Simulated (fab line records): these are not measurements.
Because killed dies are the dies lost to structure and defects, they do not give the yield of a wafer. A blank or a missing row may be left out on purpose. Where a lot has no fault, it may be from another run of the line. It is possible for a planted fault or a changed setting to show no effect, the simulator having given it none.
Which tool is to blame? -- flow n5 finfet -- 27 wafers from 9 lots sampled at 6 of the route's 1938 steps

== WHAT EACH GAUGE READ, for each wafer ==
N5_SD_ACTIVATION_RS_MEAS_03: uses a four-point probe to measure. Usual: RS_SD_N 21.81 ohm/sq, standard deviation 0.28; RS_SD_P 55.8 ohm/sq, standard deviation 0.85.
lot,measured,on,RS_SD_N (ohm/sq),RS_SD_P (ohm/sq),flag
L954,day 4 10:25,film metro-01,21.78 21.85 21.72,54.4 54.9 54.7,
L956,day 4 17:46,film metro-01,21.93 21.70 21.70,56.0 56.3 55.3,
L957,day 4 23:12,film metro-02,23.70 23.97 23.83,56.3 56.2 56.3,OFF
L959,day 5 15:13,film metro-01,23.19 23.27 23.05,56.6 56.7 56.6,OFF
L963,day 6 12:19,film metro-01,21.95 22.22 22.20,57.0 57.5 57.1,
L966,day 7 04:35,film metro-01,21.39 21.44 21.23,54.3 55.5 56.4,
L969,day 7 22:53,film metro-01,21.57 21.91 21.28,56.2 55.6 57.2,
L971,day 8 13:19,film metro-02,21.84 21.81 22.21,56.2 55.6 56.1,
L972,day 8 15:50,film metro-01,21.59 22.35 22.25,56.3 56.4 56.5,

N5_ILD0_THK_MEAS_04. Usual: thk nm 197.3 nm, standard deviation 0.96.
lot,measured,on,thk nm (nm),flag
L954,day 4 13:24,film metro-01,197.9 197.5 197.4,
L956,day 4 20:49,film metro-02,197.8 197.4 199.6,
L957,day 5 02:55,film metro-02,198.3 198.5 197.5,
L959,day 5 18:16,film metro-02,198.6 197.5 198.5,
L963,day 6 15:20,film metro-01,196.5 197.0 197.1,
L966,day 7 07:57,film metro-02,196.7 195.7 199.0,
L969,day 8 01:55,film metro-01,197.3 197.3 196.6,
L971,day 8 16:21,film metro-02,198.8 198.0 198.3,
L972,day 8 18:56,film metro-02,198.0 196.0 194.6,

N5_BEOL_M4_RC_MEAS_101. Usual: DIBL_N 36.3 mV/V, standard deviation 1.6; DIBL_P 36.4 mV/V, standard deviation 2.1; IOFF_N 0.16 nA/um, standard deviation 0.032; IOFF_P 0.22 nA/um, standard deviation 0.044; ION_N 675 uA/um, standard deviation 12; ION_P 463 uA/um, standard deviation 8.3; RC_DENSE_N 18.8 ohm.um, standard deviation 0.39; RC_N 15.4 ohm.um, standard deviation 0.31; REXT_N 75.2 ohm.um, standard deviation 1.4; RS_SD_N 28.2 ohm/sq, standard deviation 0.38; SS_N 71.6 mV/dec, standard deviation 0.64; SS_P 73.3 mV/dec, standard deviation 0.67; VT_N 250 mV, standard deviation 3.3; VT_P -250 mV, standard deviation 3.7.
lot,measured,on,DIBL_N (mV/V),DIBL_P (mV/V),IOFF_N (nA/um),IOFF_P (nA/um),ION_N (uA/um),ION_P (uA/um),RC_DENSE_N (ohm.um),RC_N (ohm.um),REXT_N (ohm.um),RS_SD_N (ohm/sq),SS_N (mV/dec),SS_P (mV/dec),VT_N (mV),VT_P (mV),flag
L954,day 10 10:26,prober-02,38.8 35.0 36.4,38.2 33.1 35.1,0.18 0.12 0.15,0.23 0.16 0.20,684 666 686,466 455 464,19.7 19.2 19.5,15.9 15.8 15.8,76.6 75.8 75.1,28.1 28.1 28.2,71.7 70.6 71.9,73.9 73.1 73.5,252 256 251,-247 -255 -251,
L956,day 10 16:30,prober-02,36.3 35.1 37.4,35.5 33.6 36.4,0.15 0.13 0.18,0.19 0.17 0.21,674 667 694,463 462 471,19.1 18.6 18.5,15.7 15.2 15.1,75.0 73.8 73.3,28.5 28.1 28.4,70.6 70.5 71.2,73.7 73.0 72.5,251 250 246,-251 -252 -254,
L957,day 10 15:55,prober-01,34.0 34.1 33.1,36.4 36.0 34.5,0.13 0.12 0.11,0.22 0.21 0.18,661 651 646,465 457 451,20.2 20.0 20.4,16.5 16.2 16.9,83.5 82.7 82.9,30.4 31.2 30.7,71.1 71.5 71.4,73.5 72.9 73.5,252 255 257,-251 -248 -250,OFF
L959,day 11 14:42,prober-01,37.1 36.6 36.2,39.0 39.1 37.9,0.16 0.15 0.15,0.32 0.32 0.31,647 665 668,472 477 484,21.2 19.9 20.9,17.2 16.2 17.2,83.5 82.8 82.1,30.2 29.5 29.9,72.9 71.4 71.9,73.9 73.5 73.8,252 252 251,-242 -244 -240,OFF
L963,day 12 15:33,prober-01,37.1 36.7 35.6,37.6 35.7 34.2,0.17 0.15 0.13,0.23 0.19 0.18,692 681 670,464 456 453,18.2 18.2 19.0,14.9 15.0 15.4,74.9 74.9 75.6,29.0 28.8 28.4,72.2 71.4 71.1,73.9 72.4 72.9,248 250 251,-250 -252 -253,
L966,day 13 18:07,prober-02,34.7 33.1 35.3,35.1 33.9 35.8,0.14 0.11 0.15,0.20 0.18 0.20,663 651 668,458 457 462,18.9 19.2 19.2,15.5 15.4 15.7,75.5 77.4 77.3,27.8 27.8 27.9,71.4 71.3 71.0,73.7 73.1 74.1,253 257 251,-253 -252 -251,
L969,day 14 11:29,prober-02,34.9 37.0 37.3,35.0 37.8 37.6,0.14 0.18 0.18,0.19 0.24 0.23,666 681 685,465 469 467,18.6 18.5 18.7,15.3 15.2 15.1,76.6 77.4 76.4,28.2 28.4 28.2,71.3 71.4 71.3,72.3 73.3 73.4,251 246 244,-251 -247 -249,
L971,day 14 09:46,prober-01,34.4 35.5 38.4,34.3 36.6 40.4,0.15 0.17 0.24,0.21 0.25 0.32,678 699 690,465 479 468,18.8 19.0 18.2,15.4 15.5 14.9,75.0 75.9 75.9,28.1 28.3 28.8,71.0 72.3 72.9,72.0 73.0 74.0,246 247 243,-247 -246 -243,
L972,day 15 14:51,prober-02,35.6 34.9 36.8,35.1 34.2 35.7,0.12 0.12 0.14,0.18 0.17 0.19,648 672 667,450 464 461,18.9 19.0 18.9,15.6 15.5 15.4,76.4 75.7 76.1,28.0 28.7 28.6,71.4 70.7 70.9,73.4 73.2 72.4,255 254 252,-253 -251 -253,

== TOOL THAT RAN EACH LOT (tool first, then ch and the chambers of the sampled wafers, then the start) ==
lot,N5_SD_EPI_N_EPI_21,N5_SD_EPI_P_DESCUM_14,N5_SD_ACTIVATION_RTA_00
L954,"epi rpcvd-04 ch 0, day 4 01:40","rie diel-01 ch 1,2, day 4 03:58","rtp anneal-01 ch 0, day 4 10:02"
L956,"epi rpcvd-04 ch 0, day 4 10:57","rie diel-01 ch 0,1, day 4 13:28","rtp anneal-01 ch 0, day 4 17:22"
L957,"epi rpcvd-04 ch 0, day 4 15:33","rie diel-01 ch 0,2, day 4 18:38","rtp anneal-01 ch 0, day 4 22:47"
L959,"epi rpcvd-04 ch 0, day 5 06:31","rie diel-05 ch 0,2,3, day 5 10:13","rtp anneal-01 ch 0, day 5 14:49"
L963,"epi rpcvd-02 ch 0, day 6 04:41","rie diel-04 ch 0,1,2, day 6 07:10","rtp anneal-01 ch 0, day 6 11:56"
L966,"epi rpcvd-02 ch 0, day 6 21:20","rie diel-05 ch 0,1,2, day 7 00:26","rtp anneal-02 ch 0, day 7 04:10"
L969,"epi rpcvd-03 ch 0, day 7 15:57","rie diel-05 ch 0,1,3, day 7 18:44","rtp anneal-01 ch 0, day 7 22:29"
L971,"epi rpcvd-04 ch 0, day 8 06:44","rie diel-05 ch 0,1, day 8 09:08","rtp anneal-01 ch 0, day 8 12:55"
L972,"epi rpcvd-02 ch 0, day 8 08:10","rie diel-01 ch 0,1,2, day 8 11:38","rtp anneal-02 ch 0, day 8 15:24"
- N5_SD_EPI_N_EPI_21: deposits Si:P, time 690 s.
- N5_SD_EPI_P_DESCUM_14: chemistry O2, time 7.9 s.
- N5_SD_ACTIVATION_RTA_00: time 0 s.

== AS READ BY THE TOOLS THEMSELVES (means over the sampled wafers that have a number; for cases with no such wafer, the mark the record gives instead) ==
N5_SD_EPI_P_DESCUM_14. Usual: drypump motor current A 5.6 A, standard deviation 0.5; oes product au 0.80 a.u., standard deviation 0.086; rf vpp V 243.3 V, standard deviation 1.4; showerhead plenum p Torr 2.11 Torr, standard deviation 0.075; temp c 39.97 C, standard deviation 0.11; throttle valve pct 20.50 %, standard deviation 0.22.
lot,tool,drypump motor current A (A),oes product au (a.u.),rf vpp V (V),showerhead plenum p Torr (Torr),temp c (C),throttle valve pct (%),flag
L954,rie diel-01,5.4,0.86,243.7,2.17,39.87,20.32,
L956,rie diel-01,6.1,0.72,243.7,2.16,39.76,20.65,
L957,rie diel-01,5.8,0.78,244.2,2.14,40.09,20.57,
L959,rie diel-05,5.1,0.81,242.5,2.08,39.89,20.48,
L963,rie diel-04,5.7,0.80,242.6,2.04,40.05,20.40,
L966,rie diel-05,5.4,0.81,243.7,2.15,39.80,20.67,
L969,rie diel-05,5.2,0.83,244.1,2.15,39.97,20.53,
L971,rie diel-05,5.1,0.77,244.5,2.20,39.86,20.70,
L972,rie diel-01,5.8,0.75,243.8,2.15,40.05,20.53,

N5_SD_ACTIVATION_RTA_00. Usual: lamp power pct 8.97 %, standard deviation 0.054; wafer_temp_C_max 975.0, standard deviation 2.2.
lot,tool,lamp power pct (%),wafer_temp_C_max,flag
L954,rtp anneal-01,8.97,973.9,
L956,rtp anneal-01,8.97,977.9,
L957,rtp anneal-01,9.00,975.4,
L959,rtp anneal-01,8.96,976.2,
L963,rtp anneal-01,8.97,973.4,
L966,rtp anneal-02,8.96,973.5,
L969,rtp anneal-01,9.04,974.0,
L971,rtp anneal-01,8.94,975.6,
L972,rtp anneal-02,8.97,976.5,

== THE ANSWER, worked out from the rows above alone ==
Rule: a lot counts as off when the mean over its wafers that have a number is more than 3 standard deviations away from the usual mean. Also off: a lot with no number at a reading for which 4 or more lots have one. All remaining lots with rows at the step are treated as sound. The gauges are gone through in route order, then the tools' own readings, and for those a lot's mean is taken as printed above. At the first step where some lot is off, the reading lying furthest off is the one used; lots without a number count as furthest.
Off: L957, L959, seen at N5_SD_ACTIVATION_RS_MEAS_03 (RS_SD_N).
If a tool, at a process step before that reading, ran all the lots that are off and no sound lot after the first of them, it fits. Not tried: the gauges at N5_SD_ACTIVATION_RS_MEAS_03; whatever is off there is also off at N5_BEOL_M4_RC_MEAS_101, on other tools, and gauge error can't account for it. Of those tried, none fits.

== WHAT THE SIMULATOR PUT IN ==
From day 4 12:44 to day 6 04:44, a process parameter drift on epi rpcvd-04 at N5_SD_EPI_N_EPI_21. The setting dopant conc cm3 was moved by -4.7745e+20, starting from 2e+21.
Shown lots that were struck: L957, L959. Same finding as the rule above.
